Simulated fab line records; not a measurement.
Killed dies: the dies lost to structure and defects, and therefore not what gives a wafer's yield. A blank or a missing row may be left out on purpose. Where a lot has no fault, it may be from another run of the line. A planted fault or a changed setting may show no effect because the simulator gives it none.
fab line records	flow nand_harc
record lots=12	wafers=36	last_day=33
route steps=1302 shown A_CONTACT@1086 THIN_TSV@1268 END@1302
lots with no fault: from the same line, run without faults
start_h: hours from the record's first day to the start of the lot's first wafer shown	wait_h: hours from the lot's prior step to this one	" unchanged from the row above	L1.1+2: several wafers, shown together as one row	- no value, or no start given	* or withheld: withheld	< > ~ a bound
route shown NAME@n: names a module that has steps shown in the file, with the first one's number in the route	usual: average and standard deviation across the fault-free wafers	same: alike in all rows	chamber/n: place in a boat	sites: per-site readings	_std_site: the standard deviation of these	_edge_site: mean of outer sites minus mean of inner sites	radius_mm: how far each site lies from the wafer's centre	mask NAME#n: copy n	behind: the tool/chamber that last shaped the wafer	hold: the reason the lot was held/the length of the hold in hours/how it ended	device: the n, p or np transistor that did not switch	end of line: the same wafers' tests at the end of the route	a step with no rows: only its recipe	killed: dies lost to structure and defects at the first sort, not the wafer's yield	map: per-die view of a wafer (x killed, . not killed, _ where there is no die)
set.NAME: the run value of the setting; set.NAME@STEP: its run value at that earlier step	model.NAME: the simulator's own value behind a step, which no gauge read
route steps across a sampled set of lots; one table per step, one row per wafer
services: from which hour (start_h, from the record's first day; less than 0 if before it) a tool's chamber was out of use, for how many hours, and why
## steps
# step NHARC_A_CONTACT_ETCH_134
# recipe source_w=withheld	pressure_mtorr=20	bias_v=withheld	time_s=140	target_depth_a=7000	ar_flow_sccm=withheld	c4f8_flow_sccm=withheld	o2_flow_sccm=withheld	chemistry=C4F8/O2/Ar
lot.wafer	tool	chamber	start_h	wait_h	rf_hours_counter_h
L442.4	har_cap_etch-03	0	521.10	-	-
L442.3	"	1	"	"	-
L442.5	"	1	"	"	-
L443.3	har_cap_etch-02	0	526.45	-	-
L443.4	"	1	"	"	-
L443.6	"	0	"	"	-
L444.2	har_cap_etch-02	0	532.70	-	88
L444.1	"	1	"	"	88
L444.5	"	1	"	"	-
L445.2	har_cap_etch-03	0	546.65	-	50
L445.4	"	1	"	"	-
L445.3	"	0	"	"	-
L447.1	har_cap_etch-03	1	576.55	-	54
L447.4	"	1	"	"	-
L447.3	"	0	"	"	-
L450.2	har_cap_etch-03	1	595.19	-	59
L450.3	"	0	"	"	-
L450.5	"	0	"	"	-
L457.4	har_cap_etch-02	0	652.38	-	-
L457.5	"	1	"	"	-
L457.6	"	0	"	"	-
L458.1	har_cap_etch-03	1	670.38	-	72
L458.3	"	1	"	"	-
L458.5	"	1	"	"	-
L461.1	har_cap_etch-03	1	702.94	-	78
L461.2	"	0	"	"	78
L461.5	"	0	"	"	-
L462.2	har_cap_etch-01	1	719.53	-	39
L462.5	"	0	"	"	-
L462.6	"	1	"	"	-
L463.2	har_cap_etch-01	1	722.91	-	41
L463.1	"	0	"	"	41
L463.4	"	1	"	"	-
L465.3	har_cap_etch-03	0	738.11	-	-
L465.4	"	1	"	"	-
L465.5	"	1	"	"	-
# step NHARC_THIN_TSV_ETCHBACK_48
# recipe target_depth_a=10285	over_etch_frac=0.3	time_s=405.17	ion_energy_ev=250	c4f8_flow_sccm=withheld	ar_flow_sccm=withheld	rf_w=600	bias_w=300	chemistry=C4F8/Ar
# usual oes_product_au=0.935/0.029	rf_fwd_power_W=599.1/1.7	rf_vpp_V=545.2/2.6
lot.wafer	tool	chamber	start_h	wait_h	oes_product_au	rf_fwd_power_W	rf_hours_counter_h	rf_vpp_V
L442.3	rie_diel-06	3	555.93	-	0.925	599.6	4.1	546.9
L442.5	"	2	"	"	0.934	594.7	-	543.8
L442.4	"	1	"	"	0.925	597.7	-	541.8
L443.3	rie_diel-04	0	561.28	-	0.996	598.4	1.4	545.0
L443.4	"	2	"	"	0.994	599.4	1.5	541.7
L443.6	"	3	"	"	1.005	598.4	-	543.7
L444.1	rie_diel-12	2	568.57	-	0.919	598.6	5.1	548.2
L444.2	"	0	"	"	0.921	599.0	5.8	545.2
L444.5	"	1	"	"	0.923	599.4	-	549.3
L445.3	rie_diel-12	2	581.48	-	0.917	599.5	6.2	545.2
L445.4	"	3	"	"	0.934	599.9	6.0	547.0
L445.2	"	0	"	"	0.928	599.1	6.6	544.2
L447.4	rie_diel-12	0	614.68	-	0.914	602.6	8.4	544.3
L447.1	"	1	"	"	0.930	598.0	9.0	549.3
L447.3	"	3	"	"	0.917	601.2	7.7	547.3
L450.2	rie_diel-06	3	630.46	-	0.921	599.1	7.4	546.6
L450.3	"	1	"	"	0.919	602.6	7.7	541.9
L450.5	"	3	"	"	0.925	602.4	-	546.2
L457.4	rie_diel-12	0	691.21	-	0.909	601.6	3.0	545.4
L457.6	"	3	"	"	0.934	597.5	-	547.1
L457.5	"	0	"	"	0.901	599.4	-	544.2
L458.3	rie_diel-12	3	705.50	-	0.930	598.7	3.2	547.0
L458.1	"	2	"	"	0.919	600.5	0.8	546.4
L458.5	"	3	"	"	0.929	597.2	-	547.0
L461.2	rie_diel-06	2	738.23	-	0.957	599.7	3.1	544.3
L461.1	"	0	"	"	0.977	599.7	2.5	542.6
L461.5	"	1	"	"	0.968	601.1	-	542.1
L462.2	rie_diel-06	3	758.70	-	0.990	600.2	3.2	544.6
L462.6	"	2	"	"	0.980	601.7	-	543.9
L462.5	"	3	"	"	0.991	596.8	-	548.0
L463.2	rie_diel-12	1	759.94	-	0.943	601.1	5.2	548.2
L463.1	"	2	"	"	0.920	599.6	2.8	546.7
L463.4	"	0	"	"	0.908	602.7	-	544.6
L465.3	rie_diel-06	1	774.63	-	0.919	599.0	4.7	543.5
L465.4	"	3	"	"	0.920	599.9	3.5	547.6
L465.5	"	1	"	"	0.909	595.2	-	543.7
# step NHARC_THIN_TSV_DESCUM_35
# recipe time_s=3	o2_flow_sccm=200	ar_flow_sccm=0	bias_power_w=0	chemistry=O2
# usual drypump_motor_current_A=5.8/0.59	oes_product_au=0.998/0.013	rf_vpp_V=57.6/0.78	showerhead_plenum_p_Torr=1.88/0.079	throttle_valve_pct=11.311/0.009
lot.wafer	tool	chamber	start_h	wait_h	drypump_motor_current_A	oes_product_au	rf_hours_counter_h	rf_vpp_V	showerhead_plenum_p_Torr	throttle_valve_pct
L442.3	rie_diel-04	3	559.64	-	6.1	1.015	1	58.7	1.81	11.316
L442.4	"	2	"	"	6.0	1.000	1	57.4	1.82	11.308
L442.5	"	0	"	"	4.9	1.006	-	56.9	1.85	11.317
L443.4	rie_diel-12	0	565.09	-	5.0	1.006	6	58.1	1.86	11.303
L443.3	"	1	"	"	5.8	1.003	6	58.3	1.96	11.320
L443.6	"	0	"	"	5.0	1.012	-	57.7	1.86	11.319
L444.2	rie_diel-04	0	572.34	-	4.9	1.000	2	57.2	1.85	11.335
L444.1	"	3	"	"	6.1	1.006	2	56.9	1.81	11.310
L444.5	"	0	"	"	4.9	1.006	-	58.3	1.85	11.317
L445.2	rie_diel-12	2	585.38	-	4.8	0.990	6	57.6	1.90	11.314
L445.3	"	3	"	"	6.0	0.997	6	58.8	1.92	11.318
L445.4	"	0	"	"	5.0	0.994	7	57.8	1.86	11.312
L447.1	rie_diel-04	3	618.51	-	6.1	1.000	4	57.0	1.81	11.322
L447.3	"	0	"	"	4.9	1.010	5	57.0	1.85	11.313
L447.4	"	2	"	"	5.9	0.991	6	58.2	1.82	11.305
L450.2	rie_diel-04	2	634.33	-	5.9	0.985	7	56.5	1.82	11.309
L450.3	"	3	"	"	6.1	0.976	6	58.2	1.81	11.313
L450.5	"	1	"	"	5.8	1.005	-	58.0	2.05	11.308
L457.4	rie_diel-04	0	695.09	-	4.9	1.008	10	57.5	1.85	11.299
L457.6	"	1	"	"	5.7	1.015	-	59.3	2.05	11.300
L457.5	"	2	"	"	5.9	0.979	-	57.1	1.81	11.322
L458.3	rie_diel-12	0	709.32	-	5.0	0.974	4	58.1	1.86	11.302
L458.1	"	3	"	"	6.0	1.003	4	56.3	1.92	11.310
L458.5	"	1	"	"	5.8	1.028	-	58.4	1.96	11.305
L461.1	rie_diel-12	3	741.91	-	6.0	1.007	5	57.1	1.92	11.311
L461.2	"	2	"	"	4.9	0.986	2	58.3	1.89	11.318
L461.5	"	3	"	"	6.0	0.999	-	57.9	1.92	11.302
L462.2	rie_diel-04	0	762.54	-	4.9	0.997	2	57.6	1.85	11.308
L462.5	"	1	"	"	5.7	1.002	-	57.0	2.05	11.302
L462.6	"	2	"	"	5.9	1.012	-	58.8	1.81	11.315
L463.2	rie_diel-06	0	763.90	-	6.5	1.002	3	56.3	1.80	11.306
L463.1	"	1	"	"	5.5	0.995	5	55.9	1.79	11.316
L463.4	"	1	"	"	5.5	0.998	-	57.1	1.79	11.307
L465.3	rie_diel-04	1	778.62	-	5.7	1.014	4	57.3	2.05	11.321
L465.4	"	2	"	"	5.9	0.989	3	56.6	1.81	11.309
L465.5	"	0	"	"	4.9	1.001	-	55.9	1.85	11.320
# step NHARC_THIN_TSV_ETCH_59
# recipe target_depth_a=8800	icp_w=900	bias_w=100	Cl2_flow_sccm=60	bcl3_flow_sccm=30	time_s=138.1	chemistry=Cl2/BCl3
# usual drypump_motor_current_A=6.1/0.51	oes_product_au=0.996/0.01	rf_fwd_power_W=895.6/2.8	throttle_valve_pct=22.265/0.0093
lot.wafer	tool	chamber	start_h	wait_h	drypump_motor_current_A	oes_product_au	rf_fwd_power_W	rf_hours_counter_h	throttle_valve_pct
L442.3	rie_metal-02	0	559.84	0.2	6.4	0.983	897.2	-	22.270
L442.4	"	1	"	"	5.9	0.994	890.5	-	22.257
L442.5	"	0	"	"	6.4	0.985	892.4	-	22.254
L443.3	rie_metal-02	0	565.28	0.2	6.4	0.987	897.9	-	22.270
L443.4	"	1	"	"	5.9	0.990	894.5	-	22.250
L443.6	"	1	"	"	5.8	0.997	891.3	-	22.264
L444.1	rie_metal-02	0	572.47	0.1	6.4	0.974	897.9	1.9	22.274
L444.2	"	0	"	"	6.4	0.974	894.3	-	22.272
L444.5	"	0	"	"	6.4	0.977	893.6	-	22.257
L445.2	rie_metal-03	1	585.50	0.1	5.7	0.994	895.2	1.1	22.281
L445.4	"	1	"	"	5.7	0.986	896.9	-	22.270
L445.3	"	0	"	"	5.3	0.999	893.2	-	22.270
L447.1	rie_metal-01	0	618.68	0.2	6.8	1.001	896.3	0.5	22.262
L447.3	"	1	"	"	6.5	0.981	898.8	-	22.270
L447.4	"	0	"	"	6.8	1.011	897.2	-	22.269
L450.2	rie_metal-03	0	634.49	0.1	5.3	1.004	891.0	1.8	22.254
L450.3	"	1	"	"	5.7	0.991	896.2	-	22.264
L450.5	"	0	"	"	5.3	1.003	892.8	-	22.262
L457.4	rie_metal-01	1	695.29	0.2	6.4	1.014	894.3	-	22.280
L457.5	"	0	"	"	6.8	1.005	896.6	-	22.262
L457.6	"	1	"	"	6.4	1.011	894.4	-	22.264
L458.1	rie_metal-03	0	709.48	0.1	5.3	1.009	896.9	0.0	22.266
L458.3	"	1	"	"	5.7	0.976	893.3	-	22.261
L458.5	"	1	"	"	5.7	0.991	897.1	-	22.270
L461.1	rie_metal-02	0	742.04	0.1	6.4	1.001	898.1	1.4	22.265
L461.2	"	1	"	"	5.8	1.001	895.5	1.4	22.258
L461.5	"	1	"	"	5.8	1.004	894.2	-	22.249
L462.2	rie_metal-03	1	762.64	0.1	5.7	1.001	894.1	1.0	22.250
L462.6	"	1	"	"	5.7	1.003	892.6	-	22.248
L462.5	"	0	"	"	5.3	1.017	899.5	-	22.253
L463.2	rie_metal-02	1	764.05	0.1	5.8	0.996	891.6	1.8	22.265
L463.1	"	0	"	"	6.4	1.004	898.9	1.8	22.263
L463.4	"	1	"	"	5.9	0.995	889.5	-	22.240
L465.3	rie_metal-02	0	778.81	0.2	6.4	0.997	894.4	-	22.256
L465.4	"	1	"	"	5.9	0.995	891.8	-	22.271
L465.5	"	0	"	"	6.4	1.000	896.3	-	22.259
# step NHARC_END_SORT_01
# recipe temp_c=25
# usual killed_at_array=58/22	killed_at_other=1.0/1.3	killed_at_periphery=5/3.4	killed_dies=64/22	killed_open=3.6/1.8	killed_short=2.4/1.7
# same gross_dies=677
lot.wafer	tool	chamber	start_h	wait_h	killed_at_array	killed_at_other	killed_at_periphery	killed_dies	killed_open	killed_short
L447.1	prober-01	0	630.86	2.5	124	4	4	132	7	1
L447.3	prober-01	0	632.47	3.1	113	2	7	122	6	2
L447.4	prober-01	0	633.27	3.4	110	0	3	113	4	2
L450.2	prober-01	0	647.77	2.8	128	0	3	131	5	1
L450.3	prober-01	0	648.58	3.1	133	2	2	137	4	3
L450.5	prober-01	0	650.19	3.7	124	0	3	127	2	0
# killed by level:class
L447.1 A_CONTACT:unspecified=95 A_CHANNEL_HOLE_D2:chamber_film_flake=10 A_CONTACT:chamber_film_flake=5 THIN_TSV:chamber_film_flake=4 A_STAIRCASE:chamber_film_flake=3 A_DECK1_JOINT:geometric_particle:open=2 A_CHANNEL_HOLE_D1:chamber_film_flake=2 P_STI:geometric_particle:open=1
L447.3 A_CONTACT:unspecified=88 A_CHANNEL_HOLE_D2:chamber_film_flake=11 A_CHANNEL_HOLE_D1:chamber_film_flake=4 A_CONTACT:chamber_film_flake=4 P_STI:chamber_film_flake=3 P_GATE:geometric_particle:open=2 A_STAIRCASE:chamber_film_flake=2 P_M0:geometric_particle:open=1
L447.4 A_CONTACT:unspecified=89 A_CHANNEL_HOLE_D2:chamber_film_flake=6 A_STAIRCASE:chamber_film_flake=5 A_CONTACT:chamber_film_flake=5 A_CHANNEL_FILL_D2:geometric_particle:open=1 P_GATE:geometric_particle:short=1 P_CONTACT:geometric_particle:open=1 P_M0:geometric_particle:open=1
L450.2 A_CONTACT:unspecified=91 A_CHANNEL_HOLE_D2:chamber_film_flake=14 A_SLIT:chamber_film_flake=11 A_CHANNEL_HOLE_D1:chamber_film_flake=3 A_CONTACT:chamber_film_flake=3 A_WL_FILL:geometric_particle:open=2 P_STI:geometric_particle:open=1 P_M2:geometric_particle:open=1
L450.3 A_CONTACT:unspecified=86 A_SLIT:chamber_film_flake=23 A_CHANNEL_HOLE_D2:chamber_film_flake=12 A_CONTACT:chamber_film_flake=4 A_CHANNEL_FILL_D1:geometric_particle:open=2 A_CHANNEL_HOLE_D1:chamber_film_flake=2 A_SOURCE_PLATE:geometric_particle:short=1 A_CHANNEL_FILL_D2:geometric_particle:open=1
L450.5 A_CONTACT:unspecified=84 A_SLIT:chamber_film_flake=24 A_CHANNEL_HOLE_D2:chamber_film_flake=6 A_CHANNEL_HOLE_D1:chamber_film_flake=4 A_WL_FILL:chamber_film_flake=2 A_CONTACT:chamber_film_flake=2 P_CONTACT:geometric_particle:open=1 A_M1:geometric_particle:open=1
## services
tool	chamber	start_h	hours	kind
rie_diel-04	0	514.50	6.3	repair
rie_metal-03	-	519.00	9.0	pm
rie_diel-04	-	531.95	9.0	pm
rie_diel-06	0	551.68	6.0	repair
rie_metal-02	1	571.41	17.5	repair
rie_diel-04	3	593.63	9.0	repair
rie_diel-06	0	618.96	2.4	repair
rie_diel-12	-	622.40	9.0	pm
rie_metal-02	-	631.00	9.0	pm
rie_diel-04	0	636.12	1.2	repair
rie_diel-12	2	637.79	48.3	repair
rie_diel-04	1	640.51	11.2	repair
rie_diel-06	-	661.20	9.0	pm
rie_diel-04	1	682.10	4.4	repair
rie_diel-06	3	683.43	4.0	repair
rie_diel-12	-	693.60	1.7	repair
rie_diel-04	-	708.95	9.0	pm
rie_diel-12	0	710.32	5.6	repair
rie_diel-04	0	729.07	9.3	repair
rie_diel-04	2	735.91	5.1	repair
rie_diel-12	-	740.30	0.8	repair
rie_diel-12	3	758.01	6.6	repair
rie_diel-06	3	763.13	3.4	repair
rie_diel-04	2	771.23	3.4	repair
## key
first_sign step=NHARC_END_SORT_01	reading=killed_at_array	direction=up	sigmas=2.9	usual=58	struck=122
effect step=NHARC_END_SORT_01	reading=killed_dies	direction=up	sigmas=2.9	usual=64	struck=127
more_kills_born_at NHARC_A_CONTACT_ETCH_134@har_cap_etch-03=532
met_at NHARC_A_CONTACT_ETCH_134
struck_lots L447,L450
tester_left_out L447,L450
not_acting_at NHARC_THIN_TSV_ETCHBACK_48,NHARC_THIN_TSV_DESCUM_35,NHARC_THIN_TSV_ETCH_59
onset_between 546.65 576.55
fault kind=chamber_particle_source	tool=har_cap_etch-03	chamber=-	onset_h=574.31	steps=NHARC_A_CONTACT_ETCH_134	rate_per_visit_cm2=1.1766	end_h=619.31
# tester_left_out: of these lots the tester's yield and bins aren't shown, on N5 and GAA mostly nor the transistor test; their killed dies are dies lost to structure and defects alone, not to doping, threshold or leakage, so they don't give the yield
